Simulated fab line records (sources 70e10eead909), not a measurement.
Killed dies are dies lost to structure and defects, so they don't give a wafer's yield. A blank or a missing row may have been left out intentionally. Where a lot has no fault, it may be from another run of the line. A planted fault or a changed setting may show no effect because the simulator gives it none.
fab line records	flow nand-harc	part 1 of 2: steps 1 to 24 of 38
[record] lots = 5	wafers = 15	last-day = 24
route steps=1159 shown A_STAIRCASE@720 A_SGD_CUT@747
lots with no fault: from the same line, run without faults
start-h: the number of hours between the record's first day and the start of the first shown wafer of the lot	wait-h: how many hours have passed since the lot's step before this one	" the same as in the row above	L1.1+2: several wafers, shown together as one row	- no value present, or no start provided	* or withheld: withheld	< > ~ a bound
route shown NAME@n: NAME is a module with steps in the file, n the number in the route of the first one	usual: mean/standard deviation of fault-free wafers	same: alike in all rows	chamber/n: place in a boat	sites: each site's reading	_std_site: their standard deviation	_edge_site: inner sites' mean taken away from outer sites' mean	radius-mm: how far each site lies from the wafer's centre	mask NAME#n: copy n	behind: tool/chamber where the wafer was last shaped	hold: what put the lot on hold/how long, in hours/how the hold closed	device: which transistor (n, p or np) failed to switch	end of line: the same wafers' tests at the end of the route	step lacking rows: just its recipe	killed: dies that structure and defects cost at the first sort, which is not the same as the wafer's yield	map: a wafer's dies, marking killed ones x, the rest . and places with no die _
set.NAME: the setting as run; set.NAME@STEP: as run at that earlier step	model.NAME: the simulator's own value behind a step, which no gauge read
certain route steps with their lots: each step a table, each wafer a row
services: from which hour (start-h, from the record's first day; less than 0 if before it) a tool's chamber was out of use, for how many hours, and why
[[steps]]
[step NHARC_A_STAIRCASE_EBR_437]
lot.wafer	tool	chamber	start-h	wait-h
L081.2+3+5	litho-track-07	0	-	-
L085.2+3+4	litho-track-03	0	-	-
L088.3+5+6	litho-track-07	0	-	-
L093.2+5+6	litho-track-03	0	-	-
L095.4+5+6	litho-track-07	0	-	-
[step NHARC_A_STAIRCASE_EXPOSE_438]
[recipe] na = 0.5	dose-mj = 28.97	mask-id = STAIR_REV
[usual] exposure-dose-mJ-cm2 = 28.97/0.032
lot.wafer	tool	chamber	start-h	wait-h	mask	exposure-dose-mJ-cm2
L081.2	krf-scanner-03	0	351.61	-	STAIR_REV#0	28.98
L081.3	"	0	"	"	STAIR_REV#0	28.96
L081.5	"	0	"	"	STAIR_REV#0	28.98
L085.2	krf-scanner-04	0	384.01	-	STAIR_REV#0	29.01
L085.3	"	0	"	"	STAIR_REV#0	28.98
L085.4	"	0	"	"	STAIR_REV#0	29.01
L088.3	krf-scanner-01	0	384.21	-	STAIR_REV#0	29.00
L088.5	"	0	"	"	STAIR_REV#0	28.96
L088.6	"	0	"	"	STAIR_REV#0	29.02
L093.2	krf-scanner-04	0	413.04	-	STAIR_REV#0	28.98
L093.5	"	0	"	"	STAIR_REV#0	28.96
L093.6	"	0	"	"	STAIR_REV#0	29.00
L095.4	krf-scanner-04	0	434.03	-	STAIR_REV#0	28.97
L095.5	"	0	"	"	STAIR_REV#0	28.94
L095.6	"	0	"	"	STAIR_REV#0	28.93
[step NHARC_A_STAIRCASE_PEB_439]
[recipe] peb-temp-c = 115	peb-time-s = 130
lot.wafer	tool	chamber	start-h	wait-h
L081.2+3+5	litho-track-03	0	351.67	0.1
L085.2+3+4	litho-track-03	0	384.08	0.1
L088.3+5+6	litho-track-02	0	384.27	0.1
L093.2+5+6	litho-track-03	0	413.10	0.1
L095.4+5+6	litho-track-07	0	434.08	0.0
[step NHARC_A_STAIRCASE_DEVELOP_440]
[recipe] time-s = 140
lot.wafer	tool	chamber	start-h	wait-h
L081.2+3+5	litho-track-03	0	-	-
L085.2+3+4	litho-track-03	0	-	-
L088.3+5+6	litho-track-02	0	-	-
L093.2+5+6	litho-track-03	0	-	-
L095.4+5+6	litho-track-07	0	-	-
[step NHARC_A_STAIRCASE_HARDBAKE_442]
[recipe] temp-c = 120	time-s = 140
lot.wafer	tool	chamber	start-h	wait-h
L081.2+3+5	litho-track-03	0	351.90	-
L085.2+3+4	litho-track-07	0	384.30	-
L088.3+5+6	litho-track-07	0	384.51	-
L093.2+5+6	litho-track-07	0	413.33	-
L095.4+5+6	litho-track-02	0	434.32	-
[step NHARC_A_STAIRCASE_DESCUM_443]
[recipe] time-s = 3	o2-flow-sccm = 200	ar-flow-sccm = 0	bias-power-w = 0	chemistry = O2
[usual] drypump-motor-current-A = 5.9/0.48	mfc-ar-sccm = 0.007/0.0089	oes-product-au = 0.999/0.0098	rf-vpp-V = 57.6/0.87	showerhead-plenum-p-Torr = 1.86/0.055	throttle-valve-pct = 11.311/0.009
lot.wafer	tool	chamber	start-h	wait-h	drypump-motor-current-A	mfc-ar-sccm	oes-product-au	rf-hours-counter-h	rf-vpp-V	showerhead-plenum-p-Torr	throttle-valve-pct
L081.2	rie-diel-13	0	351.99	-	5.7	0.014	0.994	25	57.7	1.91	11.304
L081.3	"	2	"	"	5.9	0.027	1.006	25	56.2	1.81	11.326
L081.5	"	0	"	"	5.7	0.014	1.003	-	58.4	1.91	11.296
L085.2	rie-diel-10	2	384.40	-	5.0	0.017	0.998	7	56.6	1.83	11.315
L085.3	"	0	"	"	5.7	0.014	0.980	6	56.7	1.83	11.298
L085.4	"	1	"	"	5.4	0.016	1.005	6	59.3	2.00	11.298
L088.3	rie-diel-13	1	384.61	-	6.6	0	1.004	37	57.0	1.88	11.322
L088.6	"	3	"	"	6.2	0	0.993	-	57.2	1.87	11.314
L088.5	"	1	"	"	6.7	0	0.997	-	57.5	1.88	11.302
L093.2	rie-diel-10	1	413.43	-	5.4	0.016	0.999	17	57.7	1.99	11.312
L093.6	"	0	"	"	5.7	0.014	0.985	-	57.3	1.83	11.311
L093.5	"	1	"	"	5.4	0.016	0.992	-	57.8	1.99	11.307
L095.4	rie-diel-13	1	434.42	-	6.6	0	1.007	57	56.8	1.87	11.309
L095.6	"	2	"	"	5.9	0.027	0.993	-	58.6	1.80	11.315
L095.5	"	3	"	"	6.2	0	1.011	-	58.7	1.86	11.321
[step NHARC_A_STAIRCASE_ETCH_444]
[recipe] target-depth-a = 1.02e+05	time-s = 3400	c4f8-flow-sccm = 20	o2-flow-sccm = 10	ar-flow-sccm = withheld	rf-w = 600	bias-w = 1000	chemistry = C4F8/O2
[usual] oes-product-au = 0.932/0.016	rf-vpp-V = 804/3.3
lot.wafer	tool	chamber	start-h	wait-h	oes-product-au	rf-hours-counter-h	rf-vpp-V
L081.2	rie-diel-13	2	352.26	0.3	0.919	25	801
L081.3	"	0	"	"	0.923	26	806
L081.5	"	3	"	"	0.920	-	805
L085.4	rie-diel-10	1	384.90	0.5	0.965	7	812
L085.2	"	2	"	"	0.938	8	802
L085.3	"	3	"	"	0.949	8	806
L088.3	rie-diel-13	1	385.01	0.4	0.936	38	806
L088.5	"	0	"	"	0.924	-	807
L088.6	"	1	"	"	0.931	-	805
L093.2	rie-diel-10	0	413.78	0.3	0.930	20	801
L093.6	"	3	"	"	0.949	-	805
L093.5	"	0	"	"	0.928	-	803
L095.4	rie-diel-13	0	434.48	0.1	0.929	60	806
L095.6	"	0	"	"	0.934	-	807
L095.5	"	1	"	"	0.948	-	803
[step NHARC_A_STAIRCASE_STRIP_446]
[recipe] power-w = 1500	temp-c = 250	chemistry = O2
[usual] drypump-motor-current-A = 5.9/0.44	heater-power-w = 310/16
lot.wafer	tool	chamber	start-h	wait-h	drypump-motor-current-A	heater-power-w	rf-hours-counter-h
L081.2	plasma-asher-02	0	354.57	0.1	6.1	315	53
L081.3	"	0	"	"	6.1	300	-
L081.5	"	0	"	"	6.1	306	-
L085.2	plasma-asher-02	1	386.97	0.1	5.3	302	4
L085.4	"	0	"	"	6.1	320	-
L085.3	"	1	"	"	5.3	309	-
L088.3	plasma-asher-02	0	387.59	0.2	6.1	316	-
L088.5	"	0	"	"	6.1	312	-
L088.6	"	1	"	"	5.3	302	-
L093.2	plasma-asher-02	1	415.81	0.0	5.3	301	14
L093.5	"	1	"	"	5.3	303	-
L093.6	"	0	"	"	6.1	320	-
L095.4	plasma-asher-02	0	436.84	0.1	6.1	323	-
L095.6	"	0	"	"	6.1	321	-
L095.5	"	1	"	"	5.3	309	-
[step NHARC_A_STAIRCASE_STRIP_447]
[recipe] time-s = 900	temp-c = 130	chemistry = SPM
lot.wafer	tool	chamber	start-h	wait-h
L081.3+2+5	wet-bench-07	3,4,7	354.94	0.2
L085.3+2+4	wet-bench-06	3,5,7	387.28	0.2
L088.6+3+5	wet-bench-07	0,1,5	387.84	0.1
L093.6+2+5	wet-bench-02	0,1,5	416.15	0.1
L095.6+4+5	wet-bench-02	1,2,6	437.09	0.1
[step NHARC_A_STAIRCASE_PRECLEAN_448]
[recipe] time-s = *	temp-c = 50	bath-age-min = 0	chemistry = SC1
[usual] h2o2-flow-mL-min = 56.61/0.17
lot.wafer	tool	chamber	start-h	wait-h	h2o2-flow-mL-min
L081.3	wet-bench-07	3	-	-	56.46
L081.2	"	4	"	"	56.71
L081.5	"	7	"	"	56.71
L085.3	wet-bench-06	3	-	-	56.79
L085.2	"	5	"	"	56.44
L085.4	"	7	"	"	56.35
L088.6	wet-bench-07	0	-	-	56.34
L088.3	"	1	"	"	56.21
L088.5	"	5	"	"	56.72
L093.6	wet-bench-02	0	-	-	56.65
L093.2	"	1	"	"	56.37
L093.5	"	5	"	"	56.68
L095.6	wet-bench-02	1	-	-	56.78
L095.4	"	2	"	"	56.31
L095.5	"	6	"	"	56.67
[step NHARC_A_STAIRCASE_SRD_449]
lot.wafer	tool	chamber	start-h	wait-h
L081.3+2+5	wet-bench-07	3,4,7	-	-
L085.3+2+4	wet-bench-06	3,5,7	-	-
L088.6+3+5	wet-bench-07	0,1,5	-	-
L093.6+2+5	wet-bench-02	0,1,5	-	-
L095.6+4+5	wet-bench-02	1,2,6	-	-
[step NHARC_A_STAIRCASE_CMP_450]
[recipe] target-thk-nm = 200	material = SiO2
[usual] motor-current-A = 12.1/1.3	slurry-filter-dp-kPa = 13.51/0.13
lot.wafer	tool	chamber	start-h	wait-h	motor-current-A	slurry-filter-dp-kPa
L081.3	cmp-01	2	355.42	-	11.7	13.64
L081.2	"	3	"	"	11.4	13.47
L081.5	"	0	"	"	12.4	13.41
L085.4	cmp-01	3	387.74	-	11.5	13.49
L085.3	"	0	"	"	12.9	13.56
L085.2	"	1	"	"	12.3	13.62
L088.3	cmp-03	2	388.31	-	12.8	13.39
L088.6	"	1	"	"	11.7	13.42
L088.5	"	2	"	"	12.1	13.43
L093.2	cmp-03	3	416.62	-	9.7	13.47
L093.5	"	2	"	"	12.8	13.58
L093.6	"	3	"	"	9.5	13.62
L095.4	cmp-01	0	437.55	-	12.2	13.54
L095.6	"	0	"	"	12.1	13.47
L095.5	"	1	"	"	11.8	13.46
[step NHARC_A_STAIRCASE_CMP_152]
[usual] motor-current-A = 12.1/1.3	slurry-filter-dp-kPa = 13.49/0.13
lot.wafer	tool	chamber	start-h	wait-h	motor-current-A	slurry-filter-dp-kPa
L081.3	cmp-01	2	355.49	0.1	11.4	13.23
L081.2	"	3	"	"	12.5	13.35
L081.5	"	0	"	"	13.0	13.59
L085.4	cmp-01	3	387.81	0.1	11.9	13.51
L085.3	"	0	"	"	12.0	13.48
L085.2	"	1	"	"	11.8	13.55
L088.3	cmp-03	2	388.38	0.1	12.0	13.57
L088.6	"	1	"	"	11.7	13.72
L088.5	"	2	"	"	12.7	13.34
L093.2	cmp-03	3	416.69	0.1	9.9	13.39
L093.5	"	2	"	"	12.7	13.39
L093.6	"	3	"	"	10.3	13.68
L095.4	cmp-01	0	437.62	0.1	11.9	13.45
L095.6	"	0	"	"	12.4	13.40
L095.5	"	1	"	"	12.2	13.22
[step NHARC_A_STAIRCASE_SRD_154]
lot.wafer	tool	chamber	start-h	wait-h
L081.3+5+2	wet-bench-07	5,6,0	355.77	0.0
L085.4+3+2	wet-bench-02	1,4,6	388.08	0.0
L088.6+3+5	wet-bench-06	2,3,6	388.66	0.0
L093.5+2+6	wet-bench-06	7,1,4	416.97	0.0
L095.5+4+6	wet-bench-07	4,5,1	437.90	0.0
[step NHARC_A_STAIRCASE_ETCH_403]
[recipe] target-depth-a = 1082	chemistry = dHF	material = SiO2
lot.wafer	tool	chamber	start-h	wait-h
L081.3+5+2	wet-bench-07	5,6,0	355.79	0.0
L085.4+3+2	wet-bench-02	1,4,6	388.11	0.0
L088.6+3+5	wet-bench-06	2,3,6	388.69	0.0
L093.5+2+6	wet-bench-06	7,1,4	416.99	0.0
L095.5+4+6	wet-bench-07	4,5,1	437.93	0.0
[step NHARC_A_STAIRCASE_ETCHBACK_422]
[recipe] target-depth-a = 400	over-etch-frac = 0.3	time-s = 74.286	ion-energy-ev = 120	ch3f-flow-sccm = 50	o2-flow-sccm = 30	ar-flow-sccm = 200	rf-w = 500	bias-w = 100	chemistry = CH3F/O2
[usual] ch3f-flow-sccm = 49.99/0.15	drypump-motor-current-A = 6.1/0.45	mfc-ar-sccm = 199.9/0.6	oes-product-au = 0.94/0.034	rf-vpp-V = 243.4/1.2	showerhead-plenum-p-Torr = 2.38/0.066	throttle-valve-pct = 20.663/0.0087
lot.wafer	tool	chamber	start-h	wait-h	ch3f-flow-sccm	drypump-motor-current-A	mfc-ar-sccm	oes-product-au	rf-hours-counter-h	rf-vpp-V	showerhead-plenum-p-Torr	throttle-valve-pct
L081.3	rie-diel-09	3	355.98	0.2	50.14	6.6	199.7	0.92	37	243.3	2.31	20.674
L081.2	"	0	"	"	49.89	5.6	199.5	0.90	34	244.6	2.47	20.662
L081.5	"	3	"	"	50.11	6.5	200.2	0.92	-	240.6	2.31	20.647
L085.2	rie-diel-13	1	388.29	0.2	50.00	6.7	199.6	0.93	40	243.6	2.41	20.667
L085.3	"	2	"	"	49.90	5.9	200.9	0.94	38	240.7	2.33	20.648
L085.4	"	0	"	"	49.86	5.7	200.3	0.93	41	245.3	2.44	20.670
L088.3	rie-diel-09	1	388.86	0.2	49.89	6.2	200.5	0.93	48	243.0	2.35	20.659
L088.6	"	3	"	"	49.99	6.6	199.2	0.93	-	241.8	2.31	20.653
L088.5	"	0	"	"	50.20	5.6	199.9	0.91	-	244.2	2.46	20.671
L093.2	rie-diel-09	2	417.16	0.2	50.04	6.5	200.6	0.92	60	243.4	2.31	20.654
L093.6	"	1	"	"	49.92	6.2	200.2	0.94	-	242.6	2.35	20.654
L093.5	"	3	"	"	50.07	6.6	200.0	0.93	-	242.3	2.30	20.653
L095.4	rie-diel-10	1	438.12	0.2	50.14	5.4	200.3	0.93	25	245.9	2.56	20.651
L095.5	"	3	"	"	50.02	5.9	200.9	0.93	-	243.4	2.41	20.658
L095.6	"	0	"	"	50.22	5.7	199.8	0.92	-	245.3	2.35	20.665
[step NHARC_A_STAIRCASE_ETCH_423]
[recipe] target-depth-a = 300	chemistry = dHF	material = SiO2
lot.wafer	tool	chamber	start-h	wait-h
L081.3+2+5	wet-bench-07	6,7,0	356.16	0.2
L085.4+2+3	wet-bench-07	1,3,4	388.48	0.1
L088.6+3+5	wet-bench-02	0,1,2	389.03	0.1
L093.2+6+5	wet-bench-02	2,3,5	417.33	0.2
L095.4+5+6	wet-bench-06	1,2,3	438.29	-
[step NHARC_A_STAIRCASE_ETCHBACK_157]
[recipe] target-depth-a = 900	over-etch-frac = 0.3	time-s = 167.14	ion-energy-ev = 120	ch3f-flow-sccm = 50	o2-flow-sccm = 30	ar-flow-sccm = 200	rf-w = 500	bias-w = 100	chemistry = CH3F/O2
[usual] ch3f-flow-sccm = 50.01/0.14	drypump-motor-current-A = 6.1/0.45	mfc-ar-sccm = 199.9/0.63	oes-product-au = 0.96/0.032	rf-vpp-V = 243.2/1.2	showerhead-plenum-p-Torr = 2.38/0.067	throttle-valve-pct = 20.663/0.0085
lot.wafer	tool	chamber	start-h	wait-h	ch3f-flow-sccm	drypump-motor-current-A	mfc-ar-sccm	oes-product-au	rf-hours-counter-h	rf-vpp-V	showerhead-plenum-p-Torr	throttle-valve-pct
L081.3	rie-diel-09	2	356.48	0.3	50.16	6.5	199.9	0.98	36	243.1	2.32	20.666
L081.2	"	0	"	"	50.03	5.6	199.7	0.99	35	245.1	2.47	20.657
L081.5	"	2	"	"	50.01	6.5	199.4	0.98	-	243.7	2.32	20.663
L085.2	rie-diel-09	2	388.68	0.2	49.91	6.5	200.1	0.92	50	243.2	2.31	20.653
L085.4	"	3	"	"	50.06	6.6	199.7	0.93	50	241.5	2.30	20.655
L085.3	"	0	"	"	50.01	5.6	199.4	0.92	47	243.9	2.46	20.648
L088.3	rie-diel-13	3	389.26	0.2	50.09	6.2	199.7	1.00	40	243.2	2.40	20.670
L088.5	"	0	"	"	50.15	5.8	199.8	1.01	-	244.7	2.45	20.674
L088.6	"	1	"	"	50.27	6.6	199.6	1.01	-	244.2	2.41	20.661
L093.2	rie-diel-09	1	417.53	0.2	50.09	6.2	200.3	0.95	57	242.4	2.35	20.655
L093.5	"	1	"	"	50.12	6.2	199.9	0.95	-	242.8	2.35	20.656
L093.6	"	2	"	"	50.00	6.5	200.4	0.93	-	241.2	2.31	20.651
L095.4	rie-diel-10	0	438.51	0.2	50.05	5.7	199.2	0.97	31	241.7	2.34	20.663
L095.6	"	1	"	"	49.85	5.4	199.7	0.97	-	244.8	2.56	20.663
L095.5	"	2	"	"	49.87	5.0	200.1	0.96	-	243.6	2.35	20.667
[step NHARC_A_STAIRCASE_STRIP_475]
[recipe] time-s = 20	o2-flow-sccm = 500	ar-flow-sccm = 0	bias-w = 0	chemistry = O2
[usual] drypump-motor-current-A = 6.1/0.43	mfc-ar-sccm = 0.006/0.0091	oes-product-au = 0.996/0.0093	rf-vpp-V = 57.5/0.89	showerhead-plenum-p-Torr = 3.42/0.088	throttle-valve-pct = 17.037/0.0093
lot.wafer	tool	chamber	start-h	wait-h	drypump-motor-current-A	mfc-ar-sccm	oes-product-au	rf-hours-counter-h	rf-vpp-V	showerhead-plenum-p-Torr	throttle-valve-pct
L081.2	rie-diel-09	2	-	-	6.5	0	1.000	36	57.2	3.34	17.018
L081.3	"	0	"	"	5.7	0	0.993	35	58.3	3.54	17.036
L081.5	"	1	"	"	6.2	0	1.010	-	58.2	3.38	17.022
L085.2	rie-diel-09	0	-	-	5.7	0	0.975	47	57.5	3.54	17.040
L085.3	"	2	"	"	6.5	0	0.996	50	57.5	3.33	17.058
L085.4	"	3	"	"	6.6	0	1.012	50	57.0	3.32	17.047
L088.3	rie-diel-13	0	-	-	5.8	0.014	0.995	41	58.4	3.51	17.043
L088.6	"	0	"	"	5.8	0.014	1.011	-	58.5	3.51	17.030
L088.5	"	1	"	"	6.6	0	0.991	-	57.0	3.46	17.039
L093.2	rie-diel-09	1	417.75	0.2	6.2	0	1.008	57	56.6	3.37	17.032
L093.6	"	1	"	"	6.2	0	0.998	-	57.6	3.37	17.042
L093.5	"	2	"	"	6.5	0	0.983	-	57.3	3.32	17.039
L095.4	rie-diel-10	1	-	-	5.4	0.016	0.993	25	56.8	3.66	17.026
L095.6	"	0	"	"	5.7	0.014	0.987	-	58.0	3.37	17.033
L095.5	"	1	"	"	5.4	0.016	1.000	-	58.6	3.66	17.024
[step NHARC_A_STAIRCASE_DEP_471]
[recipe] target-thk-a = 1000	temp-c = 400	pressure-torr = 6.5	rf-w = 900	teos-flow-sccm = 161.4	flow-sccm = 2650	target-thk-nm = 100	gas = O2	material = SiO2
[usual] flow-sccm = 2651/7.5	heater-power-w = 573/86	throttle-valve-pct = 15.9/0.39
lot.wafer	tool	chamber	start-h	wait-h	flow-sccm	heater-power-w	since-wet-clean-h	throttle-valve-pct
L081.3	pecvd-01	1	356.80	-	2639	628	107	16.1
L081.2	"	2	"	"	2651	441	107	16.0
L081.5	"	2	"	"	2648	448	-	15.9
L085.2	pecvd-02	1	389.90	-	2649	581	43	16.3
L085.3	"	2	"	"	2660	679	43	15.4
L085.4	"	0	"	"	2656	595	-	15.8
L088.3	pecvd-01	0	390.20	-	2641	648	140	15.3
L088.5	"	1	"	"	2640	649	-	16.1
L088.6	"	0	"	"	2645	643	-	15.0
L093.2	pecvd-02	0	417.85	-	2662	626	71	15.9
L093.6	"	0	"	"	2648	623	-	15.7
L093.5	"	2	"	"	2660	622	-	15.7
L095.6	pecvd-04	1	438.83	-	2652	464	-	16.1
L095.5	"	2	"	"	2651	429	-	16.2
L095.4	"	0	"	"	2662	505	-	15.8
[step NHARC_A_STAIRCASE_CMP_472]
[recipe] material = SiO2
[usual] motor-current-A = 12.3/1.3	slurry-filter-dp-kPa = 13.51/0.13
lot.wafer	tool	chamber	start-h	wait-h	motor-current-A	slurry-filter-dp-kPa
L081.3	cmp-01	1	357.05	0.2	11.8	13.59
L081.2	"	2	"	"	11.2	13.57
L081.5	"	2	"	"	12.2	13.43
L085.3	cmp-01	0	390.17	0.2	12.1	13.28
L085.4	"	1	"	"	12.3	13.65
L085.2	"	2	"	"	10.8	13.53
L088.3	cmp-01	2	390.47	0.2	12.0	13.48
L088.5	"	0	"	"	12.5	13.32
L088.6	"	1	"	"	11.8	13.59
L093.2	cmp-01	1	418.13	0.2	12.1	13.59
L093.5	"	1	"	"	11.9	13.49
L093.6	"	2	"	"	11.4	13.60
L095.4	cmp-02	3	439.07	0.2	10.9	13.43
L095.5	"	1	"	"	14.3	13.36
L095.6	"	2	"	"	14.5	13.56
[step NHARC_A_STAIRCASE_SRD_474]
lot.wafer	tool	chamber	start-h	wait-h
L081.2+5+3	wet-bench-07	4,5,7	357.32	0.0
L085.2+3+4	wet-bench-02	4,7,0	390.40	0.0
L088.3+6+5	wet-bench-07	0,4,5	390.68	0.0
L093.5+2+6	wet-bench-02	2,5,7	418.39	0.0
L095.6+4+5	wet-bench-02	3,4,7	439.28	0.0
[step NHARC_A_STAIRCASE_INSPECT_155]
[usual] raw-defect-count = 359/140
lot.wafer	tool	chamber	start-h	wait-h	raw-defect-count
L081.2	defect-inspect-01	-	357.39	0.1	220
L081.3	"	-	"	"	221
L081.5	"	-	"	"	427
L085.2	defect-inspect-02	-	390.48	0.1	243
L085.3	"	-	"	"	322
L085.4	"	-	"	"	306
L088.3	defect-inspect-01	-	390.76	0.1	284
L088.5	"	-	"	"	387
L088.6	"	-	"	"	455
L093.2	defect-inspect-02	-	418.47	0.1	598
L093.5	"	-	"	"	643
L093.6	"	-	"	"	650
L095.4	defect-inspect-01	-	439.36	0.1	359
L095.5	"	-	"	"	356
L095.6	"	-	"	"	378
[step NHARC_A_SGD_CUT_DEP_00]
[recipe] target-thk-a = 500	temp-c = 400	target-thk-nm = 50	flow-sccm = 200	rf-w = 450	material = SiNx
[usual] heater-power-w = 749/93
lot.wafer	tool	chamber	start-h	wait-h	heater-power-w	since-wet-clean-h
L081.3	pecvd-02	1	357.46	0.1	817	10
L081.2	"	2	"	"	729	10
L081.5	"	1	"	"	813	-
L085.3	pecvd-04	0	390.55	0.1	674	1
L085.2	"	2	"	"	664	1
L085.4	"	1	"	"	597	-
L088.3	pecvd-04	0	390.83	0.1	768	1
L088.5	"	0	"	"	749	-
L088.6	"	2	"	"	590	-
L093.2	pecvd-03	0	418.54	0.1	804	113
L093.5	"	0	"	"	807	-
L093.6	"	2	"	"	647	-
L095.6	pecvd-02	0	439.52	0.1	707	-
L095.4	"	1	"	"	772	-
L095.5	"	2	"	"	693	-
